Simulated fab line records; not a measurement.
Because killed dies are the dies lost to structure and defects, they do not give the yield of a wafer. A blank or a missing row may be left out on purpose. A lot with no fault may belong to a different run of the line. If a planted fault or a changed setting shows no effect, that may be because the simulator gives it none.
A lot that was struck, set against a sound lot	flow nand harc	32 steps out of a route of 1159
Sound: wafers L576.4, L576.5, L576.6. The struck wafers were L590.1, L590.2, L590.4. At the end, the cause is stated.
Order at every step that has rows: each side's tool, ch and its chambers, its first start. Under that, the readings that differ: sound wafers	struck wafers	difference of the means	sigmas: that difference in standard deviations of wafers without a fault.
alike: a reading whose means differ by less than 2 such deviations, as well as words and numbers matching on both sides. not compared: withheld readings; readings where some wafer has no value; bounds like >300 that might hide an equal value; numbers whose values overlap and for which the record gives no deviation.
The two part at a step that has a row with sigmas, a row that says differs or no value, or rows on one side only. When numbers do not overlap yet have no deviation, they are printed without sigmas and do not part them. Lack of a reading on every wafer of one side parts them only where that side has two or more wafers.

first, 5 steps without rows for these wafers: NHARC_A_ONON_D1_DEP_19 (target thk 1000 nm); NHARC_A_ONON_D1_DEP_22 (target thk 1000 nm); NHARC_A_ONON_D1_DEP_25 (target thk 1000 nm); NHARC_A_ONON_D1_DEP_28 (target thk 1000 nm); NHARC_A_ONON_D1_DEP_33 (deposits SiO2, target thk 200 nm).
NHARC_A_CHANNEL_HOLE_D1_DEP_00: deposits aC, target thk 3100 nm.
  sound on acl dep-03 ch 0, day 8 05:36; struck on acl dep-01 ch 0, day 12 01:03
  alike: throttle valve pct
then, 25 steps without rows for these wafers: NHARC_A_CHANNEL_HOLE_D1_DEP_01 (deposits SiON, target thk 140 nm); NHARC_A_CHANNEL_HOLE_D1_DEHYDRATE_02 (time 120 s); NHARC_A_CHANNEL_HOLE_D1_HMDS_03 (time 30 s); NHARC_A_CHANNEL_HOLE_D1_COAT_36 (time 75 s); NHARC_A_CHANNEL_HOLE_D1_COAT_37 (time 65 s); NHARC_A_CHANNEL_HOLE_D1_COAT_04 (resist thk 90 nm); NHARC_A_CHANNEL_HOLE_D1_SOFTBAKE_05 (time 55 s); NHARC_A_CHANNEL_HOLE_D1_EBR_06; NHARC_A_CHANNEL_HOLE_D1_EXPOSE_07 (exposes mask HOLE D1, target cd 100 nm); NHARC_A_CHANNEL_HOLE_D1_PEB_08 (peb time 65 s); NHARC_A_CHANNEL_HOLE_D1_DEVELOP_09 (develop time 35 s); NHARC_A_CHANNEL_HOLE_D1_DESCUM_15 (chemistry O2, time 3 s); NHARC_A_CHANNEL_HOLE_D1_ETCH_38 (etches the open film in CF4, target depth 39 nm, time 65 s); NHARC_A_CHANNEL_HOLE_D1_ETCH_39 (etches the open film in N2/H2, target depth 260 nm, time 325 s); NHARC_A_CHANNEL_HOLE_D1_ETCH_34 (etches the open film in CF4/CHF3, target depth 154 nm, time 77 s); NHARC_A_CHANNEL_HOLE_D1_ETCH_16 (etches the open film in O2/COS, target depth 3100 nm, time 806 s); NHARC_A_CHANNEL_HOLE_D1_ETCH_19 (etches the open film in C4F8/O2/Ar, time 34.5 s); NHARC_A_CHANNEL_HOLE_D1_ETCH_20 (etches the open film in C4F8/O2/Ar, time 361.9 s, target depth 1600 nm); NHARC_A_CHANNEL_HOLE_D1_ETCH_21 (etches the open film in C4F8/O2/Ar, time 514.3 s, target depth 1600 nm); NHARC_A_CHANNEL_HOLE_D1_ETCH_22 (etches the open film in C4F8/O2/Ar, time 666.7 s, target depth 1600 nm); NHARC_A_CHANNEL_HOLE_D1_ETCH_23 (etches the open film in C4F8/O2/Ar, time 819 s, target depth 1600 nm); NHARC_A_CHANNEL_HOLE_D1_ETCH_24 (etches the open film in C4F8/O2/Ar, time 906.2 s, target depth 1500 nm); NHARC_A_CHANNEL_HOLE_D1_ETCH_25 (etches the open film in C4F8/O2/Ar, time 1040.2 s, target depth 1500 nm); NHARC_A_CHANNEL_HOLE_D1_ETCH_26 (etches the open film in C4F8/O2/Ar, time 224.1 s, target depth 300 nm); NHARC_A_CHANNEL_HOLE_D1_ETCH_33 (etches the open film in C4F8/O2/Ar, time 90 s, target depth 400 nm).
-- the record jumps here: 11 days lie between the struck wafers' starts before and after (it left off in module A_CHANNEL_HOLE_D1 and takes up again in module END, whose first step shown is number 1159 of the route) --
NHARC_END_SORT_01:
  at this point the record logs the struck wafers (prober-02 ch 0, day 23 06:14) and has no rows for the sound ones

== WHERE THEY PART ==
Within this record, at NHARC_END_SORT_01 only.

WHY: what the simulator had put in
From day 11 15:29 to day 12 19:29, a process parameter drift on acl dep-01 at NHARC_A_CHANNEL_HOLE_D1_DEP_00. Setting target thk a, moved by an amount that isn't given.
